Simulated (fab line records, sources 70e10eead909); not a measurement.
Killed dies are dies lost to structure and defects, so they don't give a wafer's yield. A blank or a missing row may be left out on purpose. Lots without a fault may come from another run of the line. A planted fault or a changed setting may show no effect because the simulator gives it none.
Which tool did it? | flow nand_harc | 13 lots, 39 wafers sampled, at 4 steps of a route of 1302

WHAT THE GAUGES READ, wafer by wafer
The record holds no reading of a measuring or inspecting step that can be judged against a usual standard deviation.

WHICH TOOL RAN EACH LOT (tool, then ch and the chambers of the sampled wafers, then the start)
lot  | NHARC_A_SLIT_ETCH_17             | NHARC_A_WL_FILL_RTA_01           | NHARC_A_WL_FILL_STRIP_27             | NHARC_A_WL_FILL_ALD_10
L736 | har_etch-01 ch 0,1, day 19 22:23 | rtp_anneal-02 ch 0, day 20 10:26 | plasma_asher-01 ch 0,1, day 20 11:56 | ald_hk-01 ch 0,1, day 20 14:34
L738 | har_etch-01 ch 0,1, day 20 13:41 | rtp_anneal-02 ch 0, day 21 01:52 | plasma_asher-01 ch 0,1, day 21 03:28 | ald_hk-01 ch 1,2,3, day 21 09:04
L739 | har_etch-02 ch 0,1, day 20 14:10 | rtp_anneal-01 ch 0, day 21 01:44 | plasma_asher-01 ch 0,1, day 21 03:09 | ald_hk-04 ch 2,3, day 21 09:04
L744 | har_etch-01 ch 0,1, day 23 09:03 | rtp_anneal-01 ch 0, day 23 21:01 | plasma_asher-02 ch 0,1, day 23 22:25 | ald_hk-04 ch 0,1,3, day 24 04:20
L746 | har_etch-01 ch 0,1, day 24 10:53 | rtp_anneal-01 ch 0, day 24 21:44 | plasma_asher-01 ch 0,1, day 24 23:06 | ald_hk-02 ch 0,3, day 25 04:50
L752 | har_etch-01 ch 0,1, day 26 13:59 | rtp_anneal-01 ch 0, day 27 02:01 | plasma_asher-02 ch 0,1, day 27 03:26 | ald_hk-02 ch 1,2,3, day 27 08:49
L753 | har_etch-02 ch 0,1, day 26 15:32 | rtp_anneal-02 ch 0, day 27 03:36 | plasma_asher-01 ch 0,1, day 27 05:02 | ald_hk-04 ch 0,2,3, day 27 09:19
L754 | har_etch-02 ch 0,1, day 27 02:02 | rtp_anneal-02 ch 0, day 27 13:59 | plasma_asher-02 ch 0,1, day 27 15:46 | ald_hk-04 ch 2,3, day 27 21:42
L755 | har_etch-02 ch 0,1, day 27 05:49 | rtp_anneal-02 ch 0, day 27 18:03 | plasma_asher-02 ch 0,1, day 27 19:28 | ald_hk-01 ch 0,1,2, day 28 00:43
L757 | har_etch-01 ch 0,1, day 28 07:58 | rtp_anneal-02 ch 0, day 28 20:00 | plasma_asher-01 ch 0,1, day 28 21:25 | ald_hk-01 ch 1,2,3, day 29 04:53
L756 | har_etch-02 ch 0,1, day 28 10:19 | rtp_anneal-01 ch 0, day 28 20:05 | plasma_asher-01 ch 0,1, day 28 21:35 | ald_hk-02 ch 1,2,3, day 29 04:02
L759 | har_etch-02 ch 0,1, day 28 14:17 | rtp_anneal-01 ch 0, day 29 03:11 | plasma_asher-01 ch 0,1, day 29 04:37 | ald_hk-02 ch 0,2,3, day 29 09:30
L758 | har_etch-02 ch 1, day 28 22:50   | rtp_anneal-01 ch 0, day 29 10:49 | plasma_asher-01 ch 0,1, day 29 12:13 | ald_hk-02 ch 0,1, day 29 20:48
- NHARC_A_SLIT_ETCH_17: etches the open film in C4F8/O2/Ar, time 4254.5 s, target depth 20300 nm.
- NHARC_A_WL_FILL_RTA_01: time 5 s.
- NHARC_A_WL_FILL_STRIP_27: strips in N2/H2, time 20 s.
- NHARC_A_WL_FILL_ALD_10: deposits SiO2, target thk 50 nm, pulse time 10 s, ald cycles 500.

WHAT THE TOOLS THEMSELVES READ (means of the sampled wafers that have a number; where no wafer has one, the mark that the record gives instead)
NHARC_A_SLIT_ETCH_17. Usual: drypump_motor_current_A 5.4 A, standard deviation 0.6; he_backside_leak_sccm 5.8 sccm, standard deviation 0.79; showerhead_plenum_p_Torr 3.69 Torr, standard deviation 0.12; throttle_valve_pct 32.046 %, standard deviation 0.0093.
lot  | tool        | drypump_motor_current_A (A) | he_backside_leak_sccm (sccm) | showerhead_plenum_p_Torr (Torr) | throttle_valve_pct (%) | flag
L736 | har_etch-01 | 6.1                         | 5.8                          | 3.64                            | 32.044                 |
L738 | har_etch-01 | 6.1                         | 6.3                          | 3.63                            | 32.046                 |
L739 | har_etch-02 | 5.0                         | 5.3                          | 3.76                            | 32.046                 |
L744 | har_etch-01 | 6.1                         | 5.7                          | 3.61                            | 32.052                 |
L746 | har_etch-01 | 5.6                         | 6.2                          | 3.59                            | 32.049                 |
L752 | har_etch-01 | 5.6                         | 8.1                          | 3.57                            | 32.057                 |
L753 | har_etch-02 | 5.1                         | 5.5                          | 3.79                            | 32.048                 |
L754 | har_etch-02 | 5.1                         | 5.8                          | 3.79                            | 32.048                 |
L755 | har_etch-02 | 5.0                         | 5.9                          | 3.71                            | 32.049                 |
L757 | har_etch-01 | 5.6                         | 6.4                          | 3.56                            | 32.048                 |
L756 | har_etch-02 | 5.1                         | 5.6                          | 3.77                            | 32.057                 |
L759 | har_etch-02 | 5.0                         | 5.7                          | 3.70                            | 32.047                 |
L758 | har_etch-02 | 5.3                         | 5.5                          | 3.85                            | 32.035                 |

NHARC_A_WL_FILL_RTA_01. Usual: lamp_power_pct 31 %, standard deviation 3.1; wafer_temp_C_max 1007.1, standard deviation 2.6.
lot  | tool          | lamp_power_pct (%) | wafer_temp_C_max | flag
L736 | rtp_anneal-02 | 34                 | 1004.5           |
L738 | rtp_anneal-02 | 34                 | 1004.8           |
L739 | rtp_anneal-01 | 28                 | 1009.5           |
L744 | rtp_anneal-01 | 24                 | 964.8            | OFF
L746 | rtp_anneal-01 | 24                 | 965.0            | OFF
L752 | rtp_anneal-01 | 28                 | 1007.8           |
L753 | rtp_anneal-02 | 34                 | 1005.4           |
L754 | rtp_anneal-02 | 34                 | 1004.4           |
L755 | rtp_anneal-02 | 34                 | 1004.5           |
L757 | rtp_anneal-02 | 34                 | 1004.7           |
L756 | rtp_anneal-01 | 28                 | 1010.2           |
L759 | rtp_anneal-01 | 28                 | 1009.9           |
L758 | rtp_anneal-01 | 28                 | 1008.4           |

NHARC_A_WL_FILL_STRIP_27. Usual: drypump_motor_current_A 5.4 A, standard deviation 0.46; heater_power_w 345 W, standard deviation 29.
lot  | tool            | drypump_motor_current_A (A) | heater_power_w (W) | flag
L736 | plasma_asher-01 | 5.2                         | 348                |
L738 | plasma_asher-01 | 5.2                         | 346                |
L739 | plasma_asher-01 | 5.6                         | 338                |
L744 | plasma_asher-02 | 5.5                         | 369                |
L746 | plasma_asher-01 | 5.5                         | 342                |
L752 | plasma_asher-02 | 5.3                         | 337                |
L753 | plasma_asher-01 | 5.6                         | 341                |
L754 | plasma_asher-02 | 5.3                         | 340                |
L755 | plasma_asher-02 | 5.3                         | 344                |
L757 | plasma_asher-01 | 5.6                         | 338                |
L756 | plasma_asher-01 | 5.5                         | 342                |
L759 | plasma_asher-01 | 5.5                         | 345                |
L758 | plasma_asher-01 | 5.5                         | 345                |

NHARC_A_WL_FILL_ALD_10. Usual: heater_power_w 464 W, standard deviation 46; precursor_pulse_height_rel 1.000, standard deviation 0.021.
lot  | tool      | heater_power_w (W) | precursor_pulse_height_rel | flag
L736 | ald_hk-01 | 474                | 1.005                      |
L738 | ald_hk-01 | 423                | 0.984                      |
L739 | ald_hk-04 | 442                | 0.993                      |
L744 | ald_hk-04 | 509                | 0.999                      |
L746 | ald_hk-02 | 531                | 1.002                      |
L752 | ald_hk-02 | 458                | 1.022                      |
L753 | ald_hk-04 | 486                | 0.991                      |
L754 | ald_hk-04 | 445                | 1.009                      |
L755 | ald_hk-01 | 445                | 0.989                      |
L757 | ald_hk-01 | 417                | 0.982                      |
L756 | ald_hk-02 | 462                | 1.005                      |
L759 | ald_hk-02 | 495                | 1.006                      |
L758 | ald_hk-02 | 468                | 1.019                      |

THE ANSWER, worked out from the rows above alone
Rule: a lot is off if the mean of its wafers that have a number lies more than 3 standard deviations from the usual mean. A lot without any number at a reading at which 4 lots or more have one is off too. The other lots that the step has rows for count as sound. The gauges are gone through in route order, then the tools' own readings, and for those a lot's mean is taken as printed above. The first step at which some lot is off is used, and at that step the reading that is off furthest; a lot without a number counts as furthest.
Off: L744, L746, at NHARC_A_WL_FILL_RTA_01 (wafer_temp_C_max).
A tool fits if, at that step or a process step before it, it ran every lot that is off, and no sound lot after the first of them. None of those tried fits.

WHAT THE SIMULATOR HAD PUT IN
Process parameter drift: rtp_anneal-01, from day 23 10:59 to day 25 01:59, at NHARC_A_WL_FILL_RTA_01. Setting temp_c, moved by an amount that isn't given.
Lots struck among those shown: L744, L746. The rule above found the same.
